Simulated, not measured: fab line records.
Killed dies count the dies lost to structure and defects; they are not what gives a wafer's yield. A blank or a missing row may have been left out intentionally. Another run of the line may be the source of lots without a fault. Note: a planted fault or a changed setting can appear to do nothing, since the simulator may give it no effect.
fab line records | flow nand-harc
record: lots: 5 | wafers: 15 | last-day: 31
route steps=1302 shown P_ZERO_WELL@63 P_STI@69
lots that met no fault: taken from a fault-free run of the same line
start-h: hours from the record's opening day to when the first of the lot's shown wafers began | wait-h: how many hours have passed since the lot's step before this one | " same as the row above | L1.1+2: one row covering several wafers at once | - either no value or no given start | * or withheld: withheld | < > ~ a bound
route shown NAME@n: NAME is a module with steps in the file, n the number in the route of the first one | usual: mean/standard deviation of fault-free wafers | same: alike in all rows | chamber/n: place in a boat | sites: each site's reading | _std_site: the standard deviation of these | _edge_site: inner sites' mean taken away from outer sites' mean | radius-mm: how far each site lies from the wafer's centre | mask NAME#n: copy n | behind: the tool/chamber that last shaped the wafer | hold: why the lot went on hold/how many hours it stayed there/how the hold came to an end | device: the transistor (n, p or np) that didn't switch | end of line: the route-end tests of the same wafers | a step with no rows: only its recipe | killed: dies that structure and defects cost at the first sort, which is not the same as the wafer's yield | map: the dies of a wafer, with x for killed, . for not killed, _ for no die there
set.NAME: the setting as run; set.NAME@STEP: as run at that earlier step | model.NAME: the simulator's own value behind a step, which no gauge read
lots at selected steps of the route; one table per step, one row per wafer
services: the hour from which a tool's chamber was out of use, counted from the record's first day as start-h (under 0 if before that day), plus the number of hours and why
== steps ==
step: NHARC_P_ZERO_WELL_IMPLANT_61
recipe: energy-kev: 30 | dose-cm2: 5e+11 | tilt-deg: 7
same: implant-ion-amu: 11
lot.wafer  | tool         | chamber | start-h | wait-h
L074.1+4+5 | implanter-01 | 0       | 26.41   | 0.1
L077.1+2+3 | implanter-02 | 0       | 56.26   | 0.1
L078.4+5+6 | implanter-02 | 0       | 66.34   | 0.1
L080.1+3+5 | implanter-01 | 0       | 86.26   | 0.2
L088.1+2+5 | implanter-01 | 0       | 166.38  | 0.1
step: NHARC_P_ZERO_WELL_STRIP_56
recipe: time-s: 840 | temp-c: 130 | chemistry: SPM
lot.wafer  | tool         | chamber | start-h | wait-h
L074.4+1+5 | wet-bench-06 | 0,1,2   | 26.65   | 0.1
L077.3+2+1 | wet-bench-06 | 6,2,3   | 56.47   | 0.1
L078.5+6+4 | wet-bench-02 | 7,1,2   | 66.46   | 0.1
L080.1+3+5 | wet-bench-03 | 3,5,6   | 86.47   | 0.2
L088.1+5+2 | wet-bench-06 | 5,7,1   | 166.60  | 0.2
step: NHARC_P_ZERO_WELL_PRECLEAN_68
recipe: time-s: 60 | temp-c: 50 | bath-age-min: 0 | chemistry: SC1
lot.wafer  | tool         | chamber | start-h | wait-h
L074.4+1+5 | wet-bench-06 | 0,1,2   | -       | -
L077.3+2+1 | wet-bench-06 | 6,2,3   | -       | -
L078.5+6+4 | wet-bench-02 | 7,1,2   | -       | -
L080.1+3+5 | wet-bench-03 | 3,5,6   | -       | -
L088.1+5+2 | wet-bench-06 | 5,7,1   | -       | -
step: NHARC_P_ZERO_WELL_SRD_69
lot.wafer  | tool         | chamber | start-h | wait-h
L074.4+1+5 | wet-bench-06 | 0,1,2   | -       | -
L077.3+2+1 | wet-bench-06 | 6,2,3   | -       | -
L078.5+6+4 | wet-bench-02 | 7,1,2   | -       | -
L080.1+3+5 | wet-bench-03 | 3,5,6   | -       | -
L088.1+5+2 | wet-bench-06 | 5,7,1   | -       | -
step: NHARC_P_ZERO_WELL_RTA_42
recipe: temp-c: 1100 | time-s: 300
usual: lamp-power-pct: 36.7/1.5 | lamp_zone_4_pct: 36.7/1.5 | wafer_temp_C_max: 1104.1/1.2
lot.wafer | tool          | chamber | start-h | wait-h | lamp-power-pct | lamp_zone_4_pct | wafer_temp_C_max
L074.1    | rtp-anneal-02 | 0       | 27.06   | -      | 38.8           | 38.9            | 1102.6
L074.4    | "             | 0       | "       | "      | 38.8           | 38.8            | 1102.6
L074.5    | "             | 0       | "       | "      | 38.8           | 38.8            | 1103.0
L077.1    | rtp-anneal-01 | 0       | 56.91   | -      | 35.7           | 35.7            | 1103.8
L077.2    | "             | 0       | "       | "      | 35.6           | 35.7            | 1104.2
L077.3    | "             | 0       | "       | "      | 35.6           | 35.7            | 1103.9
L078.4    | rtp-anneal-01 | 0       | 67.31   | -      | 35.7           | 35.7            | 1103.9
L078.5    | "             | 0       | "       | "      | 35.7           | 35.7            | 1104.4
L078.6    | "             | 0       | "       | "      | 35.7           | 35.7            | 1105.9
L080.1    | rtp-anneal-02 | 0       | 86.91   | -      | 38.8           | 38.8            | 1103.2
L080.3    | "             | 0       | "       | "      | 38.9           | 38.9            | 1103.9
L080.5    | "             | 0       | "       | "      | 38.8           | 38.9            | 1103.4
L088.1    | rtp-anneal-02 | 0       | 167.03  | -      | 38.8           | 38.8            | 1101.8
L088.2    | "             | 0       | "       | "      | 38.8           | 38.8            | 1104.1
L088.5    | "             | 0       | "       | "      | 38.9           | 38.8            | 1103.0
step: NHARC_P_ZERO_WELL_INSPECT_43
usual: raw-defect-count: 13/5.6
lot.wafer | tool              | chamber | start-h | wait-h | raw-defect-count
L074.1    | defect-inspect-01 | -       | 27.75   | 0.6    | 13
L074.4    | "                 | -       | "       | "      | 12
L074.5    | "                 | -       | "       | "      | 6
L077.1    | defect-inspect-01 | -       | 57.59   | 0.6    | 7
L077.2    | "                 | -       | "       | "      | 6
L077.3    | "                 | -       | "       | "      | 8
L078.4    | defect-inspect-02 | -       | 67.66   | 0.2    | 17
L078.5    | "                 | -       | "       | "      | 4
L078.6    | "                 | -       | "       | "      | 7
L080.1    | defect-inspect-01 | -       | 88.23   | 1.1    | 5
L080.3    | "                 | -       | "       | "      | 11
L080.5    | "                 | -       | "       | "      | 10
L088.1    | defect-inspect-02 | -       | 167.72  | 0.6    | 16
L088.2    | "                 | -       | "       | "      | 12
L088.5    | "                 | -       | "       | "      | 8
step: NHARC_P_STI_ETCH_26
recipe: target-depth-a: 110 | chemistry: dHF | material: SiO2
lot.wafer  | tool         | chamber | start-h | wait-h
L074.5+4+1 | wet-bench-05 | 3,5,0   | 27.80   | 0.0
L077.3+2+1 | wet-bench-05 | 1,3,4   | 57.64   | 0.0
L078.4+5+6 | wet-bench-04 | 5,6,0   | 67.71   | 0.0
L080.1+5+3 | wet-bench-04 | 7,2,3   | 88.29   | 0.1
L088.5+2+1 | wet-bench-09 | 2,4,6   | 167.77  | 0.0
step: NHARC_P_STI_PRECLEAN_27
recipe: time-s: * | temp-c: 50 | bath-age-min: 0 | chemistry: SC1
lot.wafer  | tool         | chamber | start-h | wait-h
L074.5+4+1 | wet-bench-05 | 3,5,0   | 27.87   | 0.1
L077.3+2+1 | wet-bench-05 | 1,3,4   | 57.71   | 0.1
L078.4+5+6 | wet-bench-04 | 5,6,0   | 67.78   | 0.1
L080.1+5+3 | wet-bench-04 | 7,2,3   | 88.35   | 0.0
L088.5+2+1 | wet-bench-09 | 2,4,6   | 167.84  | 0.1
step: NHARC_P_STI_SRD_28
lot.wafer  | tool         | chamber | start-h | wait-h
L074.5+4+1 | wet-bench-05 | 3,5,0   | -       | -
L077.3+2+1 | wet-bench-05 | 1,3,4   | -       | -
L078.4+5+6 | wet-bench-04 | 5,6,0   | -       | -
L080.1+5+3 | wet-bench-04 | 7,2,3   | -       | -
L088.5+2+1 | wet-bench-09 | 2,4,6   | -       | -
step: NHARC_P_STI_OXIDE_29
recipe: target-thk-a: 100 | temp-c: 900 | ox-time-s: 1362 | material: SiO2
usual: spike-tc-lower-C: 900.6/1.1 | tube-center-temp-C: 900.01/0.084
lot.wafer | tool       | chamber | start-h | wait-h | spike-tc-lower-C | tube-center-temp-C
L074.1    | furnace-01 | 0       | 35.62   | -      | 900.1            | 899.83
L074.4    | "          | 0       | "       | "      | 900.1            | 899.84
L074.5    | "          | 0       | "       | "      | 900.3            | 900
L077.1    | furnace-04 | 0       | 63.64   | -      | 901.5            | 900.04
L077.2    | "          | 0       | "       | "      | 900.4            | 899.98
L077.3    | "          | 0       | "       | "      | 901.2            | 899.95
L078.4    | furnace-01 | 0       | 71.11   | -      | 900.2            | 899.92
L078.5    | "          | 0       | "       | "      | 899.6            | 899.89
L078.6    | "          | 0       | "       | "      | 898.3            | 899.89
L080.1    | furnace-01 | 0       | 92.24   | -      | 900.2            | 900.13
L080.3    | "          | 0       | "       | "      | 898.6            | 900.03
L080.5    | "          | 0       | "       | "      | 900.1            | 900.03
L088.1    | furnace-01 | 0       | 171.92  | -      | 898.5            | 900.11
L088.2    | "          | 0       | "       | "      | 900.4            | 900.01
L088.5    | "          | 0       | "       | "      | 899.4            | 900.13
step: NHARC_P_STI_HM_DEP_30
recipe: target-thk-a: 800 | temp-c: 790 | pressure-mtorr: 300 | time-s: 873 | material: Si3N4
usual: spike-tc-lower-C: 790.2/1.2
lot.wafer | tool     | chamber | start-h | wait-h | spike-tc-lower-C
L074.1    | lpcvd-02 | 0       | 45.46   | 6.1    | 790.7
L074.4    | "        | 0       | "       | "      | 791.0
L074.5    | "        | 0       | "       | "      | 790.1
L077.1    | lpcvd-01 | 1       | 70.75   | 3.5    | 790.2
L077.2    | "        | 1       | "       | "      | 789.3
L077.3    | "        | 1       | "       | "      | 789.6
L078.4    | lpcvd-02 | 1       | 78.23   | 3.5    | 789.3
L078.5    | "        | 1       | "       | "      | 789.9
L078.6    | "        | 1       | "       | "      | 791.2
L080.1    | lpcvd-01 | 1       | 100.76  | 4.8    | 790.8
L080.3    | "        | 1       | "       | "      | 790.7
L080.5    | "        | 1       | "       | "      | 790.2
L088.1    | lpcvd-02 | 0       | 179.01  | 3.5    | 791.7
L088.2    | "        | 0       | "       | "      | 788.5
L088.5    | "        | 0       | "       | "      | 792.4
step: NHARC_P_STI_DEHYDRATE_01
recipe: temp-c: 150 | time-s: 120
lot.wafer  | tool           | chamber | start-h | wait-h
L074.1+4+5 | litho-track-02 | 0       | 49.16   | 0.4
L077.1+2+3 | litho-track-05 | 0       | 74.35   | 0.4
L078.4+5+6 | litho-track-03 | 0       | 81.92   | 0.4
L080.1+3+5 | litho-track-05 | 0       | 104.43  | 0.4
L088.1+2+5 | litho-track-05 | 0       | 182.68  | 0.4
step: NHARC_P_STI_HMDS_02
recipe: time-s: 30
lot.wafer  | tool           | chamber | start-h | wait-h
L074.1+4+5 | litho-track-02 | 0       | -       | -
L077.1+2+3 | litho-track-05 | 0       | -       | -
L078.4+5+6 | litho-track-03 | 0       | -       | -
L080.1+3+5 | litho-track-05 | 0       | -       | -
L088.1+2+5 | litho-track-05 | 0       | -       | -
step: NHARC_P_STI_COAT_41
recipe: temp-c: 200 | time-s: 65
lot.wafer  | tool           | chamber | start-h | wait-h
L074.1+4+5 | litho-track-02 | 0       | -       | -
L077.1+2+3 | litho-track-05 | 0       | -       | -
L078.4+5+6 | litho-track-03 | 0       | -       | -
L080.1+3+5 | litho-track-05 | 0       | -       | -
L088.1+2+5 | litho-track-05 | 0       | -       | -
step: NHARC_P_STI_COAT_03
recipe: spin-rpm: 2000 | resist-thk-nm: 600
usual: dispense-pressure-kPa: 51.2/1.5
lot.wafer | tool           | chamber | start-h | wait-h | dispense-pressure-kPa
L074.1    | litho-track-02 | 0       | -       | -      | 49.8
L074.4    | "              | 0       | "       | "      | 49.8
L074.5    | "              | 0       | "       | "      | 49.8
L077.1    | litho-track-05 | 0       | -       | -      | 50.8
L077.2    | "              | 0       | "       | "      | 50.8
L077.3    | "              | 0       | "       | "      | 50.8
L078.4    | litho-track-03 | 0       | -       | -      | 53.8
L078.5    | "              | 0       | "       | "      | 53.7
L078.6    | "              | 0       | "       | "      | 53.7
L080.1    | litho-track-05 | 0       | -       | -      | 50.8
L080.3    | "              | 0       | "       | "      | 50.8
L080.5    | "              | 0       | "       | "      | 50.8
L088.1    | litho-track-05 | 0       | -       | -      | 50.8
L088.2    | "              | 0       | "       | "      | 50.8
L088.5    | "              | 0       | "       | "      | 50.7
step: NHARC_P_STI_SOFTBAKE_04
recipe: temp-c: 125 | time-s: 70
lot.wafer  | tool           | chamber | start-h | wait-h
L074.1+4+5 | litho-track-02 | 0       | -       | -
L077.1+2+3 | litho-track-05 | 0       | -       | -
L078.4+5+6 | litho-track-03 | 0       | -       | -
L080.1+3+5 | litho-track-05 | 0       | -       | -
L088.1+2+5 | litho-track-05 | 0       | -       | -
step: NHARC_P_STI_EBR_05
lot.wafer  | tool           | chamber | start-h | wait-h
L074.1+4+5 | litho-track-02 | 0       | -       | -
L077.1+2+3 | litho-track-05 | 0       | -       | -
L078.4+5+6 | litho-track-03 | 0       | -       | -
L080.1+3+5 | litho-track-05 | 0       | -       | -
L088.1+2+5 | litho-track-05 | 0       | -       | -
step: NHARC_P_STI_EXPOSE_06
recipe: na: 0.55 | target-cd-nm: 200 | dose-mj: 37.69 | mask-id: P_STI
lot.wafer  | tool           | chamber | start-h | wait-h | mask
L074.1+4+5 | krf-scanner-01 | 0       | 49.45   | -      | P_STI#0
L077.1+2+3 | krf-scanner-04 | 0       | 74.63   | -      | P_STI#0
L078.4+5+6 | krf-scanner-04 | 0       | 82.10   | -      | P_STI#0
L080.1+3+5 | krf-scanner-01 | 0       | 104.71  | -      | P_STI#0
L088.1+2+5 | krf-scanner-02 | 0       | 182.97  | -      | P_STI#0
step: NHARC_P_STI_PEB_07
recipe: peb-temp-c: 128 | peb-time-s: 80
lot.wafer  | tool           | chamber | start-h | wait-h
L074.1+4+5 | litho-track-03 | 0       | 49.52   | 0.1
L077.1+2+3 | litho-track-03 | 0       | 74.70   | 0.1
L078.4+5+6 | litho-track-03 | 0       | 82.15   | 0.0
L080.1+3+5 | litho-track-05 | 0       | 104.78  | 0.1
L088.1+2+5 | litho-track-02 | 0       | 183.04  | 0.1
step: NHARC_P_STI_DEVELOP_08
recipe: time-s: 50 | dev-temp-c: 22
lot.wafer  | tool           | chamber | start-h | wait-h
L074.1+4+5 | litho-track-03 | 0       | -       | -
L077.1+2+3 | litho-track-03 | 0       | -       | -
L078.4+5+6 | litho-track-03 | 0       | -       | -
L080.1+3+5 | litho-track-05 | 0       | -       | -
L088.1+2+5 | litho-track-02 | 0       | -       | -
step: NHARC_P_STI_CD_MEAS_09
recipe: target-cd-nm: 200 | landing-energy-ev: 500
usual: cd-nm: 199.4/1.9
lot.wafer | tool      | chamber | start-h | wait-h | cd-nm
L074.1    | cd-sem-01 | 0       | 49.60   | -      | 202.3
L074.4    | "         | 0       | "       | "      | 198.8
L074.5    | "         | 0       | "       | "      | 197.6
L077.1    | cd-sem-01 | 0       | 74.79   | -      | 197.2
L077.2    | "         | 0       | "       | "      | 199.0
L077.3    | "         | 0       | "       | "      | 196.6
L078.4    | cd-sem-01 | 0       | 82.25   | -      | 196.1
L078.5    | "         | 0       | "       | "      | 196.7
L078.6    | "         | 0       | "       | "      | 199.5
L080.1    | cd-sem-02 | 0       | 104.86  | -      | 198.0
L080.3    | "         | 0       | "       | "      | 197.8
L080.5    | "         | 0       | "       | "      | 199.1
L088.1    | cd-sem-02 | 0       | 183.13  | -      | 198.0
L088.2    | "         | 0       | "       | "      | 199.4
L088.5    | "         | 0       | "       | "      | 197.8
step: NHARC_P_STI_OVL_MEAS_10
usual: overlay-x-nm: 0/5.4 | overlay-y-nm: 0/4.8
lot.wafer | tool       | chamber | start-h | wait-h | overlay-x-nm | overlay-y-nm
L074.1    | overlay-02 | -       | 49.69   | -      | 7            | -6
L074.4    | "          | -       | "       | "      | 7            | -7
L074.5    | "          | -       | "       | "      | 8            | -6
L077.1    | overlay-01 | -       | 74.87   | -      | -6           | 4
L077.2    | "          | -       | "       | "      | -5           | 4
L077.3    | "          | -       | "       | "      | -6           | 4
L078.4    | overlay-02 | -       | 82.33   | -      | -3           | 0
L078.5    | "          | -       | "       | "      | -4           | 0
L078.6    | "          | -       | "       | "      | -3           | 1
L080.1    | overlay-01 | -       | 104.95  | -      | -1           | 6
L080.3    | "          | -       | "       | "      | -1           | 6
L080.5    | "          | -       | "       | "      | -1           | 6
L088.1    | overlay-02 | -       | 183.22  | -      | -6           | 8
L088.2    | "          | -       | "       | "      | -5           | 8
L088.5    | "          | -       | "       | "      | -5           | 8
step: NHARC_P_STI_INSPECT_11
usual: raw-defect-count: 5.8/2.8
lot.wafer | tool              | chamber | start-h | wait-h | raw-defect-count
L074.1    | defect-inspect-01 | -       | 49.73   | 0.0    | 0
L074.4    | "                 | -       | "       | "      | 1
L074.5    | "                 | -       | "       | "      | 7
L077.1    | defect-inspect-01 | -       | 74.91   | 0.0    | 7
L077.2    | "                 | -       | "       | "      | 8
L077.3    | "                 | -       | "       | "      | 4
L078.4    | defect-inspect-02 | -       | 82.36   | 0.0    | 7
L078.5    | "                 | -       | "       | "      | 4
L078.6    | "                 | -       | "       | "      | 3
L080.1    | defect-inspect-01 | -       | 104.99  | 0.0    | 5
L080.3    | "                 | -       | "       | "      | 3
L080.5    | "                 | -       | "       | "      | 5
L088.1    | defect-inspect-02 | -       | 183.25  | 0.0    | 3
L088.2    | "                 | -       | "       | "      | 8
L088.5    | "                 | -       | "       | "      | 9
step: NHARC_P_STI_HARDBAKE_13
recipe: temp-c: 118 | time-s: 65
lot.wafer  | tool           | chamber | start-h | wait-h
L074.1+4+5 | litho-track-05 | 0       | 49.78   | 0.1
L077.1+2+3 | litho-track-02 | 0       | 74.97   | 0.1
L078.4+5+6 | litho-track-02 | 0       | 82.43   | 0.1
L080.1+3+5 | litho-track-02 | 0       | 105.05  | 0.1
L088.1+2+5 | litho-track-02 | 0       | 183.31  | 0.1
step: NHARC_P_STI_DESCUM_14
recipe: time-s: 3 | o2-flow-sccm: 200 | ar-flow-sccm: 0 | bias-power-w: 0 | chemistry: O2
usual: drypump-motor-current-A: 5.8/0.42 | oes-product-au: 0.999/0.0076 | rf-vpp-V: 57.7/0.87 | showerhead-plenum-p-Torr: 1.88/0.051 | throttle-valve-pct: 11.310/0.0082
lot.wafer | tool        | chamber | start-h | wait-h | drypump-motor-current-A | oes-product-au | rf-hours-counter-h | rf-vpp-V | showerhead-plenum-p-Torr | throttle-valve-pct
L074.4    | rie-diel-07 | 1       | 49.87   | -      | 6.4                     | 0.992          | 6.2                | 57.6     | 1.90                     | 11.294
L074.1    | "           | 3       | "       | "      | 5.3                     | 0.999          | 4.8                | 57.8     | 1.86                     | 11.314
L074.5    | "           | 1       | "       | "      | 6.5                     | 0.991          | -                  | 58.5     | 1.90                     | 11.314
L077.2    | rie-diel-07 | 0       | 75.05   | -      | 5.7                     | 1.000          | 5.7                | 57.7     | 1.89                     | 11.296
L077.1    | "           | 2       | "       | "      | 5.4                     | 0.994          | 7.5                | 57.2     | 1.94                     | 11.303
L077.3    | "           | 3       | "       | "      | 5.3                     | 0.992          | 6.2                | 56.5     | 1.86                     | 11.314
L078.4    | rie-diel-09 | 1       | 82.52   | -      | 6.2                     | 1.016          | 8.4                | 57.5     | 1.96                     | 11.323
L078.5    | "           | 2       | "       | "      | 6.3                     | 1.007          | -                  | 57.7     | 1.81                     | 11.304
L078.6    | "           | 3       | "       | "      | 5.7                     | 1.005          | -                  | 57.9     | 1.82                     | 11.308
L080.3    | rie-diel-07 | 3       | 105.13  | -      | 5.3                     | 0.999          | 8.0                | 56.0     | 1.86                     | 11.302
L080.1    | "           | 1       | "       | "      | 6.5                     | 1.002          | 10.0               | 57.8     | 1.89                     | 11.315
L080.5    | "           | 2       | "       | "      | 5.4                     | 1.009          | -                  | 56.3     | 1.94                     | 11.315
L088.2    | rie-diel-02 | 2       | 183.39  | -      | 6.0                     | 1.003          | 7.3                | 57.9     | 1.85                     | 11.298
L088.1    | "           | 3       | "       | "      | 6.2                     | 0.997          | 6.9                | 56.7     | 1.81                     | 11.312
L088.5    | "           | 3       | "       | "      | 6.2                     | 1.002          | -                  | 57.5     | 1.81                     | 11.307
step: NHARC_P_STI_ETCH_42
recipe: target-depth-a: 800 | overetch-a: 240 | time-s: 61 | ion-energy-ev: 200 | n2-flow-sccm: 150 | h2-flow-sccm: 150 | ar-flow-sccm: 0 | rf-w: 400 | bias-w: 150 | chemistry: N2/H2
usual: drypump-motor-current-A: 5.8/0.42 | n2-flow-sccm: 150.0/0.45 | oes-product-au: 0.998/0.0075 | rf-vpp-V: 429.5/1.7 | showerhead-plenum-p-Torr: 2.01/0.056 | throttle-valve-pct: 14.171/0.0097
lot.wafer | tool        | chamber | start-h | wait-h | drypump-motor-current-A | n2-flow-sccm | oes-product-au | rf-hours-counter-h | rf-vpp-V | showerhead-plenum-p-Torr | throttle-valve-pct
L074.4    | rie-diel-07 | 0       | 49.94   | 0.1    | 5.7                     | 149.8        | 1.006          | 4.2                | 428.7    | 2.01                     | 14.164
L074.1    | "           | 1       | "       | "      | 6.4                     | 150.0        | 0.991          | 6.2                | 429.2    | 2.02                     | 14.182
L074.5    | "           | 1       | "       | "      | 6.4                     | 150.3        | 0.998          | -                  | 428.7    | 2.02                     | 14.165
L077.1    | rie-diel-07 | 0       | 75.15   | 0.1    | 5.7                     | 150.7        | 1.011          | 5.7                | 430.9    | 2.01                     | 14.191
L077.2    | "           | 2       | "       | "      | 5.4                     | 150.4        | 0.998          | 7.5                | 431.8    | 2.07                     | 14.183
L077.3    | "           | 3       | "       | "      | 5.3                     | 150.3        | 1.010          | 6.2                | 429.5    | 1.98                     | 14.178
L078.4    | rie-diel-09 | 3       | 82.58   | 0.1    | 5.7                     | 149.5        | 0.998          | 6.7                | 428.1    | 1.94                     | 14.152
L078.5    | "           | 3       | "       | "      | 5.7                     | 150.0        | 0.995          | -                  | 427.2    | 1.94                     | 14.163
L078.6    | "           | 0       | "       | "      | 5.5                     | 151.0        | 0.986          | -                  | 431.8    | 2.06                     | 14.168
L080.3    | rie-diel-07 | 2       | 105.21  | 0.1    | 5.4                     | 150.4        | 0.998          | 9.5                | 430.6    | 2.07                     | 14.166
L080.1    | "           | 0       | "       | "      | 5.7                     | 149.8        | 1.009          | 7.6                | 430.9    | 2.01                     | 14.179
L080.5    | "           | 3       | "       | "      | 5.3                     | 151.0        | 0.993          | -                  | 429.2    | 1.98                     | 14.191
L088.1    | rie-diel-02 | 3       | 183.48  | 0.1    | 6.2                     | 150.3        | 0.993          | 6.9                | 428.5    | 1.93                     | 14.170
L088.2    | "           | 1       | "       | "      | 5.2                     | 150.1        | 1.002          | 6.5                | 432.5    | 2.10                     | 14.166
L088.5    | "           | 3       | "       | "      | 6.2                     | 150.0        | 0.997          | -                  | 428.4    | 1.93                     | 14.170
step: NHARC_P_STI_ETCH_31
recipe: target-depth-a: 1089 | time-s: 54.5 | cf4-flow-sccm: 100 | chf3-flow-sccm: 30 | ar-flow-sccm: 0 | rf-w: 500 | bias-w: 200 | chemistry: CF4/CHF3
usual: cf4-flow-sccm: 100.06/0.28 | drypump-motor-current-A: 5.7/0.41 | oes-product-au: 0.963/0.013 | rf-vpp-V: 369.9/1.7 | showerhead-plenum-p-Torr: 1.55/0.04 | throttle-valve-pct: 16.802/0.0092
lot.wafer | tool        | chamber | start-h | wait-h | cf4-flow-sccm | drypump-motor-current-A | oes-product-au | rf-hours-counter-h | rf-vpp-V | showerhead-plenum-p-Torr | throttle-valve-pct
L074.1    | rie-diel-07 | 2       | -       | -      | 99.98         | 5.4                     | 0.947          | 5.7                | 372.3    | 1.59                     | 16.807
L074.4    | "           | 1       | "       | "      | 100.18        | 6.5                     | 0.936          | 6.2                | 371.6    | 1.56                     | 16.813
L074.5    | "           | 3       | "       | "      | 100.24        | 5.3                     | 0.943          | -                  | 369.0    | 1.53                     | 16.795
L077.2    | rie-diel-07 | 2       | -       | -      | 100.23        | 5.4                     | 0.948          | 7.5                | 373.3    | 1.59                     | 16.785
L077.3    | "           | 3       | "       | "      | 99.74         | 5.3                     | 0.970          | 6.2                | 369.1    | 1.53                     | 16.797
L077.1    | "           | 0       | "       | "      | 99.91         | 5.7                     | 0.958          | 5.7                | 369.5    | 1.55                     | 16.815
L078.4    | rie-diel-09 | 1       | -       | -      | 100.05        | 6.2                     | 0.986          | 8.4                | 371.6    | 1.61                     | 16.809
L078.5    | "           | 2       | "       | "      | 100.09        | 6.3                     | 0.969          | -                  | 368.2    | 1.50                     | 16.791
L078.6    | "           | 3       | "       | "      | 99.99         | 5.7                     | 0.976          | -                  | 367.1    | 1.50                     | 16.806
L080.1    | rie-diel-07 | 3       | -       | -      | 99.73         | 5.3                     | 0.939          | 8.1                | 369.4    | 1.53                     | 16.802
L080.3    | "           | 0       | "       | "      | 100.37        | 5.7                     | 0.963          | 7.6                | 369.7    | 1.55                     | 16.809
L080.5    | "           | 2       | "       | "      | 99.73         | 5.4                     | 0.951          | -                  | 371.2    | 1.59                     | 16.792
L088.2    | rie-diel-02 | 0       | -       | -      | 100.01        | 5.5                     | 0.976          | 6.2                | 369.0    | 1.55                     | 16.784
L088.1    | "           | 2       | "       | "      | 99.46         | 6.0                     | 0.959          | 7.3                | 370.9    | 1.52                     | 16.793
L088.5    | "           | 0       | "       | "      | 99.78         | 5.5                     | 0.971          | -                  | 371.3    | 1.55                     | 16.798
== services ==
tool           | chamber | start-h | hours | kind
rie-diel-09    | -       | 6.41    | 0.2   | repair
rtp-anneal-02  | -       | 12.00   | 12.0  | pm
rie-diel-07    | 2       | 15.42   | 5.8   | repair
rie-diel-09    | 3       | 16.40   | 14.1  | repair
wet-bench-06   | -       | 17.60   | 8.0   | pm
wet-bench-03   | -       | 34.40   | 8.0   | pm
rie-diel-02    | -       | 39.70   | 9.0   | pm
rie-diel-09    | -       | 50.91   | 0.5   | repair
wet-bench-04   | -       | 51.20   | 8.0   | pm
litho-track-02 | -       | 52.00   | 7.0   | pm
rie-diel-09    | 0       | 64.76   | 1.9   | repair
wet-bench-05   | -       | 67.53   | 4.8   | repair
wet-bench-02   | -       | 68.00   | 8.0   | pm
rie-diel-07    | 1       | 74.56   | 1.6   | repair
wet-bench-05   | -       | 84.80   | 8.0   | pm
litho-track-03 | -       | 100.02  | 7.0   | pm
rie-diel-07    | -       | 118.85  | 9.0   | pm
litho-track-05 | -       | 124.02  | 7.0   | pm
wet-bench-06   | -       | 127.44  | 7.7   | repair
rie-diel-09    | 3       | 138.06  | 4.2   | repair
rie-diel-09    | 0       | 141.37  | 12.5  | repair
rie-diel-07    | 3       | 143.46  | 9.5   | repair
wet-bench-06   | -       | 161.63  | 3.2   | repair
rie-diel-07    | 3       | 181.71  | 5.7   | repair
== key ==
fault none
